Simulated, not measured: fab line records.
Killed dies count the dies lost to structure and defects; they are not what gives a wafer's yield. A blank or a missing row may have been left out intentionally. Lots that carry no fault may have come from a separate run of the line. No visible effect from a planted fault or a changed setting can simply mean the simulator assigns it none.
Which tool is to blame?    flow n5Finfet    10 lots, 30 wafers sampled, at 5 steps of a route of 1938

== WHAT THE GAUGES SHOWED, per wafer ==
N5_HKMG_FIN_THK_MEAS_70: measures by xrf. Usual: for HK_THK the level is 1.606 nm and the standard deviation is 0.02.
lot   measured     on            HK_THK (nm)        flag
L114  day 4 15:44  filmMetro-02  1.575 1.594 1.602  
L115  day 4 20:04  filmMetro-01  1.623 1.616 1.625  
L116  day 5 02:58  filmMetro-01  1.590 1.591 1.575  
L118  day 5 14:55  filmMetro-02  1.626 1.629 1.611  
L120  day 6 02:01  filmMetro-02  1.623 1.559 1.604  
L122  day 6 15:42  filmMetro-02  1.583 1.600 1.594  
L127  day 7 19:55  filmMetro-01  1.606 1.588 1.593  
L133  day 9 07:49  filmMetro-02  1.593 1.613 1.553  
L134  day 9 19:41  filmMetro-01  1.640 1.603 1.620  
L135  day 9 19:49  filmMetro-02  1.547 1.591 1.642  

N5_HKMG_FIN_OVL_MEAS_13. Usual: for NWFM_OVL the level is 0.1 nm and the standard deviation is 0.84.
lot   measured     on          NWFM_OVL (nm)   flag
L114  day 4 16:38  overlay-01  0.3 0.8 0.8     
L115  day 4 20:50  overlay-02  1.3 -0.4 0.1    
L116  day 5 03:52  overlay-01  0.0 -0.1 1.3    
L118  day 5 15:50  overlay-01  0.2 0.3 -0.7    
L120  day 6 02:56  overlay-02  0.2 -1.2 -0.3   
L122  day 6 16:29  overlay-02  0.7 0.7 1.7     
L127  day 7 20:49  overlay-01  -0.3 0.6 0.0    
L133  day 9 08:35  overlay-02  -0.5 -0.9 0.9   
L134  day 9 20:28  overlay-01  -0.3 -0.5 -0.2  
L135  day 9 20:43  overlay-02  0.5 0.5 0.2     

N5_BEOL_M4_RC_MEAS_101. Usual: DIBL_N 36.3 mV/V, standard deviation 1.4; DIBL_P 36.2 mV/V, standard deviation 1.5; IOFF_N 0.160 nA/um, standard deviation 0.021; IOFF_P 0.211 nA/um, standard deviation 0.027; ION_N 676 uA/um, standard deviation 7.7; ION_P 463 uA/um, standard deviation 5.5; SS_N 71.4 mV/dec, standard deviation 0.57; SS_P 73.3 mV/dec, standard deviation 0.58; VT_N 249.3 mV, standard deviation 2.5; VT_P -250.1 mV, standard deviation 2.6.
lot   measured      on         DIBL_N (mV/V)   DIBL_P (mV/V)   IOFF_N (nA/um)     IOFF_P (nA/um)     ION_N (uA/um)  ION_P (uA/um)  SS_N (mV/dec)   SS_P (mV/dec)   VT_N (mV)          VT_P (mV)             flag
L114  day 8 18:29   prober-01  34.7 35.4 35.9  35.4 35.5 36.0  0.147 0.154 0.162  0.193 0.193 0.212  674 673 676    461 457 463    70.8 71.6 71.6  72.1 73.2 72.9  249.7 250.8 249.0  -250.8 -250.3 -249.7  
L115  day 8 15:43   prober-02  37.4 37.2 37.6  37.7 36.4 37.6  0.176 0.156 0.172  0.234 0.216 0.230  681 669 673    472 460 465    71.2 71.7 71.4  74.2 74.4 73.6  245.6 251.1 246.3  -246.2 -246.7 -246.6  
L116  day 8 21:04   prober-02  37.4 35.2 37.5  38.7 35.6 38.4  0.190 0.150 0.201  0.217 0.176 0.208  691 671 688    466 457 466    71.3 70.5 71.4  72.6 72.5 72.7  247.0 248.2 245.2  -251.9 -253.0 -251.5  
L118  day 9 13:05   prober-01  38.6 38.2 37.8  37.1 37.4 35.5  0.156 0.152 0.137  0.234 0.229 0.201  668 673 674    467 469 461    71.9 71.0 71.8  73.6 73.6 73.1  252.9 249.7 253.1  -250.9 -249.4 -250.7  
L120  day 10 01:46  prober-01  35.9 35.3 35.4  37.6 36.3 35.6  0.178 0.157 0.154  0.229 0.213 0.201  687 672 679    463 461 461    71.1 70.7 70.4  73.7 73.3 73.0  248.4 251.2 248.0  -251.9 -250.3 -248.6  
L122  day 11 04:47  prober-01  34.8 37.6 35.2  33.4 37.7 33.9  0.129 0.172 0.131  0.172 0.227 0.173  665 680 677    459 464 459    71.0 71.2 71.1  72.6 73.9 72.5  253.6 246.5 250.5  -249.8 -248.4 -249.7  
L127  day 11 20:47  prober-02  35.1 38.3 39.6  33.8 38.1 38.9  0.132 0.192 0.220  0.212 0.283 0.301  677 686 697    465 475 480    70.5 72.5 72.0  72.9 73.9 74.3  249.9 246.7 242.6  -245.2 -245.0 -244.7  
L133  day 13 12:47  prober-01  36.7 34.1 34.5  38.9 35.2 36.2  0.172 0.128 0.141  0.245 0.191 0.199  678 662 671    468 462 461    71.2 70.9 70.6  73.8 72.5 73.5  248.6 250.9 251.8  -249.6 -248.4 -251.2  
L134  day 13 20:19  prober-01  36.9 36.1 37.2  37.2 36.4 37.9  0.179 0.162 0.189  0.233 0.231 0.242  680 683 687    468 469 471    71.7 71.4 72.7  73.4 74.0 74.3  249.0 249.9 247.6  -246.6 -250.1 -248.8  
L135  day 14 01:29  prober-01  36.2 35.2 37.5  36.6 34.4 37.0  0.155 0.125 0.157  0.221 0.181 0.228  673 660 673    465 451 460    71.6 70.8 71.8  74.1 73.0 74.3  250.7 253.3 250.6  -249.9 -250.6 -249.8  

== EACH LOT AND THE TOOL THAT RAN IT (in order: tool; ch and the chambers of the sampled wafers; start) ==
lot   N5_HKMG_FIN_ETCH_35               N5_HKMG_FIN_COAT_85
L114  rieDiel-06 ch 1,3, day 4 16:59    lithoTrack-05 ch 0, day 4 17:57
L115  rieDiel-05 ch 0,1,3, day 4 21:12  lithoTrack-02 ch 0, day 4 22:10
L116  rieDiel-06 ch 2,3, day 5 04:14    lithoTrack-01 ch 0, day 5 05:11
L118  rieDiel-06 ch 1,2,3, day 5 16:13  lithoTrack-01 ch 0, day 5 17:11
L120  rieDiel-06 ch 1,2,3, day 6 03:47  lithoTrack-02 ch 0, day 6 04:47
L122  rieDiel-04 ch 0,1,3, day 6 16:50  lithoTrack-02 ch 0, day 6 17:47
L127  rieDiel-04 ch 1,2,3, day 7 21:11  lithoTrack-02 ch 0, day 7 22:08
L133  rieDiel-04 ch 1,2, day 9 08:57    lithoTrack-01 ch 0, day 9 09:55
L134  rieDiel-05 ch 0,1,2, day 9 20:50  lithoTrack-01 ch 0, day 9 21:47
L135  rieDiel-04 ch 1,2,3, day 9 21:04  lithoTrack-01 ch 0, day 9 22:02
- N5_HKMG_FIN_ETCH_35: etches SOC in N2/H2, target depth 215.8 nm, time 243.4 s.
- N5_HKMG_FIN_COAT_85: time 60 s, resist thk 300 nm.

== AS READ BY THE TOOLS THEMSELVES (means over the sampled wafers that have a number; for cases with no such wafer, the mark the record gives instead) ==
N5_HKMG_FIN_ETCH_35. Usual: chamberPressureMTorr 30.000 mTorr, standard deviation 0.026; drypumpMotorCurrentA 5.9 A, standard deviation 0.41; oesProductAu 0.80 a.u., standard deviation 0.089; rfVppV 141.7 V, standard deviation 1; showerheadPlenumPTorr 2.56 Torr, standard deviation 0.095; throttleValvePct 17.68 %, standard deviation 0.24.
lot   tool        chamberPressureMTorr (mTorr)  drypumpMotorCurrentA (A)  oesProductAu (a.u.)  rfVppV (V)  showerheadPlenumPTorr (Torr)  throttleValvePct (%)  flag
L114  rieDiel-06  29.997                        6.5                       0.84                 141.9       2.61                          17.66                 
L115  rieDiel-05  30.002                        5.6                       0.72                 141.5       2.53                          17.92                 
L116  rieDiel-06  29.999                        6.3                       0.73                 141.2       2.43                          17.65                 
L118  rieDiel-06  30.007                        6.2                       0.79                 141.9       2.52                          17.71                 
L120  rieDiel-06  30.025                        6.2                       0.79                 141.0       2.52                          17.71                 
L122  rieDiel-04  30.024                        5.7                       0.82                 142.2       2.59                          17.61                 
L127  rieDiel-04  30.008                        5.8                       0.88                 142.6       2.59                          17.61                 
L133  rieDiel-04  30.026                        6.0                       0.83                 141.8       2.58                          17.63                 
L134  rieDiel-05  29.999                        5.5                       0.84                 141.9       2.65                          17.57                 
L135  rieDiel-04  30.027                        5.8                       0.85                 141.9       2.58                          17.65                 

N5_HKMG_FIN_COAT_85. Usual: resistLineTempC 23.01 C, standard deviation 0.099; spinSpeedRpm 1500.0 rpm, standard deviation 1.1.
lot   tool           resistLineTempC (C)  spinSpeedRpm (rpm)  flag
L114  lithoTrack-05  22.96                1500.5              
L115  lithoTrack-02  23.09                1500.3              
L116  lithoTrack-01  23.04                1500.2              
L118  lithoTrack-01  23.06                1499.3              
L120  lithoTrack-02  22.86                1499.4              
L122  lithoTrack-02  23.06                1462.3              OFF
L127  lithoTrack-02  23.13                1461.4              OFF
L133  lithoTrack-01  23.04                1500.7              
L134  lithoTrack-01  22.90                1499.6              
L135  lithoTrack-01  23.03                1499.7              

== THE ANSWER, worked out from the rows above alone ==
Rule: a lot is off if the mean of its wafers that have a number lies more than 3 standard deviations from the usual mean. A lot without any number at a reading at which 4 lots or more have one is off too. All remaining lots with rows at the step are treated as sound. First the gauges in route order, then the tools' own readings, where a lot's mean is used as printed above. The first step at which some lot is off is used, and at that step the reading that is off furthest; a lot without a number counts as furthest.
Off: L122, L127 (N5_HKMG_FIN_COAT_85, spinSpeedRpm).
If a tool, at that step or one of the process steps before it, ran each lot that is off and ran no sound lot following the first of them, it fits. One candidate fits, namely lithoTrack-02 at N5_HKMG_FIN_COAT_85. A fault onset in the window from L120 (day 6 04:47, its last sound lot) to L122 (day 6 17:47, its first lot off) fits.
On the lots that are off, the tool's own readings at N5_HKMG_FIN_COAT_85 differ by more than 5 times the standard deviation of the sound lots' means, which bears it out; spinSpeedRpm reads 1461.8 rpm there versus 1500.0 rpm on the sound lots.

== WHAT THE SIMULATOR PUT IN ==
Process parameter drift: lithoTrack-02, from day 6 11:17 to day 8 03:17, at N5_HKMG_FIN_COAT_85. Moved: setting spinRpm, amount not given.
Struck lots among those shown: L122, L127. The rule given above showed the same thing.
